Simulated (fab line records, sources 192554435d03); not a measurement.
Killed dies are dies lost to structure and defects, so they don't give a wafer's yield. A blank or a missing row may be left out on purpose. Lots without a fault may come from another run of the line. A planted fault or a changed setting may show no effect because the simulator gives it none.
A struck lot beside a sound one | flow n5_finfet | 16 steps out of a route of 1938
Sound: wafers L111.1, L111.2, L111.4. Struck: wafer L129.2. (L129.1, L129.5 of the same lot were not struck and are left out.) The cause comes at the end.
At each step with rows: each side's tool, then ch and its chambers, then its first start. Under that, the readings that differ: sound wafers | struck wafers | difference of the means | sigmas: that difference in standard deviations of wafers without a fault.
alike: readings whose means differ by less than 2 such deviations, and words and numbers that are the same on both sides. not compared: withheld readings, readings that some wafer has no value for, bounds like >300 that may hide the same value, and numbers for which the record gives no deviation and whose values overlap.
The two part at a step that has a row with sigmas, a row that says differs or no value, or rows on one side only. Numbers that don't overlap but have no deviation are shown without sigmas and don't part them. A reading that every wafer of one side lacks parts them only if that side has two wafers or more.

N5_HKMG_FIN_CD_MEAS_12: target cd 92.8 nm.
  sound on cd_sem-03 ch 0, day 4 15:13; struck on cd_sem-02 ch 0, day 9 03:38
  alike: cd_nm
N5_HKMG_FIN_OVL_MEAS_13:
  sound on overlay-02 ch 0, day 4 15:14; struck on overlay-01 ch 0, day 9 03:40
  alike: NWFM_OVL
N5_HKMG_FIN_INSPECT_14: inspects for defects (macro).
  sound on defect_inspect-02, day 4 15:16; struck on defect_inspect-01, day 9 03:41
  alike: raw_defect_count
then, 2 steps without rows for these wafers: N5_HKMG_FIN_DESCUM_17 (chemistry O2, time 7.9 s); N5_HKMG_FIN_ETCH_31 (etches SiARC in CF4, target depth 45.5 nm, time 75.8 s).
N5_HKMG_FIN_ETCH_32: etches SOC in N2/H2, target depth 240 nm, time 300 s.
  sound on rie_diel-01 ch 0,1,3, day 4 15:23; struck on rie_diel-01 ch 2, day 9 03:49
  alike: drypump_motor_current_A, oes_product_au, rf_vpp_V, showerhead_plenum_p_Torr, throttle_valve_pct
  not compared: rf_hours_counter_h
then, 1 step without rows for these wafers: N5_HKMG_FIN_STRIP_33 (strips in N2/H2).
N5_HKMG_FIN_STRIP_34: strips in CF4.
  sound on rie_diel-01 ch 0,1,3, day 4 15:35; struck on rie_diel-01 ch 2, day 9 04:00
  alike: drypump_motor_current_A, oes_product_au, rf_vpp_V, showerhead_plenum_p_Torr, throttle_valve_pct
  not compared: rf_hours_counter_h
N5_HKMG_FIN_ETCH_35: etches SOC in N2/H2, target depth 215.8 nm, time 243.4 s.
  sound on rie_diel-01 ch 0,1,3, day 4 15:36; struck on rie_diel-01 ch 2, day 9 04:01
  alike: drypump_motor_current_A, oes_product_au, rf_vpp_V, showerhead_plenum_p_Torr, throttle_valve_pct
  not compared: rf_hours_counter_h
N5_HKMG_FIN_STRIP_92: strips SOC in N2/H2, time 20 s.
  sound on rie_diel-01 ch 0,1,3, day 4 15:45; struck on rie_diel-01 ch 2, day 9 04:10
  alike: drypump_motor_current_A, oes_product_au, rf_vpp_V, showerhead_plenum_p_Torr, throttle_valve_pct
  not compared: rf_hours_counter_h
then, 1 step without rows for these wafers: N5_HKMG_FIN_WET_ETCH_18 (etches TiN in SC1, time 55 s, target depth 5.2 nm, rinse time 30 s).
N5_HKMG_FIN_STRIP_19: strips in N2/H2, time 360 s.
  sound on plasma_asher-01 ch 0,1, day 4 15:54; struck on plasma_asher-02 ch 0, day 9 04:19
  alike: drypump_motor_current_A, heater_power_w
  not compared: rf_hours_counter_h
N5_HKMG_FIN_ALD_91: deposits TiN, target thk 1 nm, pulse time 1 s, purge time 3 s.
  sound on ald_metal-04 ch 0,2,3, day 4 16:17; struck on ald_metal-04 ch 2, day 9 04:42
  reading                      | sound | struck | difference | sigmas
  co_reactant_pulse_time_s (s) | 2 2 2 | 2.4313 | +0.4313    |
  alike: heater_power_w, precursor_pulse_height_rel
then, 1 step without rows for these wafers: N5_HKMG_FIN_COAT_85 (time 60 s, resist thk 300 nm).
-- the record jumps here: 4 days lie between the struck wafers' starts before and after (it left off in module HKMG_FIN and takes up again in module BEOL_M4, whose first step shown is number 1111 of the route) --
N5_BEOL_M4_RC_MEAS_101:
  sound on prober-01 ch 0, day 8 18:14; struck on prober-02 ch 0, day 13 09:45
  alike: DIBL_N, DIBL_P, IOFF_N, IOFF_P, ION_N, ION_P, SS_N, SS_P, VT_N, VT_P
-- the record jumps here: 5 days lie between the struck wafers' starts before and after (it left off in module BEOL_M4 and takes up again in module PASSIVATION, whose first step shown is number 1936 of the route) --
N5_PASSIVATION_PROBE_49:
  sound on prober-01, day 13 17:31; struck on prober-01, day 18 01:01
  alike: defect_limited_yield, killed_at_M0_to_M3, killed_at_M4_up, killed_at_contacts, killed_at_front_end, killed_at_other, killed_dies, killed_on_rim, killed_open, killed_short, sort_bin_5_function, sort_bin_6_memory, sort_n_pass, sort_yield_pct

WHERE THEY PART
Nowhere in this record.

WHY: what the simulator had put in
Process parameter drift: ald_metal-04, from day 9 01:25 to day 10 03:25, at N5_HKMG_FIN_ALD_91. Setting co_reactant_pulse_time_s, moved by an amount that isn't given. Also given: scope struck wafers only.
